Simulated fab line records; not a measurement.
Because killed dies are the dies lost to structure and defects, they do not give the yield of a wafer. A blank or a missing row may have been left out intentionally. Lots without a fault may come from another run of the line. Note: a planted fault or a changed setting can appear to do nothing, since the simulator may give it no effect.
A struck lot beside a sound one	flow n5_finfet	37 steps out of a route of 1938
Sound: wafers L471.2, L471.3, L471.4. Struck: wafer L464.1. (L464.2, L464.5 of the same lot were not struck and are left out.) The cause comes at the end.
At each step with rows: each side's tool, then ch and its chambers, then its first start. Under that, the readings that differ: sound wafers	struck wafers	difference of the means	sigmas: that difference in standard deviations of wafers without a fault.
alike: same words and numbers on both sides, and readings whose means sit less than 2 such deviations apart. not compared: any withheld reading, any reading some wafer has no value for, any bound like >300 that may hide the same value, and any number with overlapping values for which the record gives no deviation.
Wherever a step has rows on one side only, a row that says differs or no value, or a row with sigmas, the two part there. When numbers do not overlap yet have no deviation, they are printed without sigmas and do not part them. Lack of a reading on every wafer of one side parts them only where that side has two or more wafers.

first, 12 steps without rows for these wafers: N5_GATE_CUT_DESCUM_18 (chemistry O2, time 7 s); N5_GATE_CUT_ETCH_28 (etches underlayer in N2/H2, target depth 13 nm, time 10.4 s); N5_GATE_CUT_ETCH_36 (etches SiARC in CF4, target depth 13 nm, time 21.7 s); N5_GATE_CUT_ETCH_37 (etches SOC in N2/H2, target depth 60 nm, overetch 12 nm, time 90 s); N5_GATE_CUT_STRIP_38 (strips in N2/H2); N5_GATE_CUT_STRIP_39 (strips in N2/H2); N5_GATE_CUT_HM_OPEN_40 (chemistry C4F6/O2, target SiO2, target depth 139 nm, time 85.1 s); N5_GATE_CUT_STRIP_41 (strips in CF4); N5_GATE_CUT_STRIP_42 (strips in O2); N5_GATE_CUT_ETCH_19 (etches SiNx in CH3F/O2, target depth 53.7 nm, time 76.7 s); N5_GATE_CUT_CUT_ETCH_53 (etches W in SF6/Cl2, target depth 79.2 nm); N5_GATE_CUT_CUT_ETCH_54 (etches TiN in Cl2/BCl3, target depth 96.7 nm).
N5_GATE_CUT_CUT_ETCH_55: etches HfO2 in BCl3, target depth 3.2 nm.
  sound on rie_metal-03 ch 0,1, day 9 13:32; struck on rie_metal-01 ch 0, day 7 21:16
  alike: drypump_motor_current_A, oes_product_au, throttle_valve_pct
  not compared: rf_hours_counter_h
then, 23 steps without rows for these wafers: N5_GATE_CUT_ETCH_47 (etches SiO2 in Cl2/BCl3, target depth 10 nm); N5_GATE_CUT_VAPOR_ETCH_48 (etches TiN in BCl3/Cl2); N5_GATE_CUT_VAPOR_ETCH_49 (etches TiAlC in BCl3/Cl2); N5_GATE_CUT_VAPOR_ETCH_51 (etches HfO2 in BCl3/Cl2); N5_GATE_CUT_STRIP_21 (strips in N2/H2, time 30 s); N5_GATE_CUT_STRIP_29 (strips in post etch residue remover, time 60 s); N5_GATE_CUT_SRD_52 (time 30 s); N5_GATE_CUT_ALD_22 (deposits SiNx, target thk 16 nm, pulse time 1 s, ald cycles 320); N5_GATE_CUT_CMP_23 (polishes, stops on SiO2, t overpolish 23.4 s, target thk 16 nm); N5_GATE_CUT_CMP_43 (polishes SiO2); N5_GATE_CUT_CMP_61 (polishes, stops on SiNx, t overpolish 3 s); N5_MOL_CONTACT_COAG_COAT_103 (time 60 s, resist thk 80 nm); N5_MOL_CONTACT_COAG_COAT_104 (time 60 s, resist thk 12 nm); N5_MOL_CONTACT_COAG_COAT_58 (time 60 s, resist thk 10 nm); N5_MOL_CONTACT_COAG_COAT_02 (resist thk 30 nm); N5_MOL_CONTACT_COAG_EBR_04; N5_MOL_CONTACT_COAG_SOFTBAKE_03 (time 60 s); N5_MOL_CONTACT_COAG_EXPOSE_05 (exposes mask CA, defocus 0 nm); N5_MOL_CONTACT_COAG_PEB_06 (peb time 60 s); N5_MOL_CONTACT_COAG_DEVELOP_07 (develop time 30 s); N5_MOL_CONTACT_COAG_DESCUM_13 (chemistry O2, time 7 s); N5_MOL_CONTACT_COAG_ETCH_59 (etches underlayer in N2/H2, target depth 13 nm, time 10.4 s); N5_MOL_CONTACT_COAG_ETCH_105 (etches SiARC in CF4, target depth 15.6 nm, time 26 s).
-- a jump in the record: the struck wafers' starts before and after are 7 days apart (it breaks off in module MOL_CONTACT_COAG and resumes in module PASSIVATION, where the first step shown is number 1936 of the route) --
N5_PASSIVATION_PROBE_49:
  struck on prober-02, day 15 05:38; sound on prober-01, day 16 15:34
reading	sound	struck	difference	sigmas
defect_limited_yield (%)	90.4 90.0 89.0	80.5	-9.3	-6
killed_at_front_end	51 40 47	159	+113	+10
killed_dies	113 118 130	230	+110	+6
killed_on_rim	13 9 23	23	+8	+2
sort_bin_5_function (%)	5.9 6.7 6.5	12.1	+5.7	+6
sort_n_pass	1067 1062 1050	950	-110	-6
sort_yield_pct (%)	90.4 90.0 89.0	80.5	-9.3	-6
  alike: killed_at_M0_to_M3, killed_at_M4_up, killed_at_contacts, killed_at_other, killed_open, killed_short, sort_bin_6_memory

== WHERE THEY PART ==
Only at N5_PASSIVATION_PROBE_49, as far as this record shows.

WHY: whatever the simulator had introduced
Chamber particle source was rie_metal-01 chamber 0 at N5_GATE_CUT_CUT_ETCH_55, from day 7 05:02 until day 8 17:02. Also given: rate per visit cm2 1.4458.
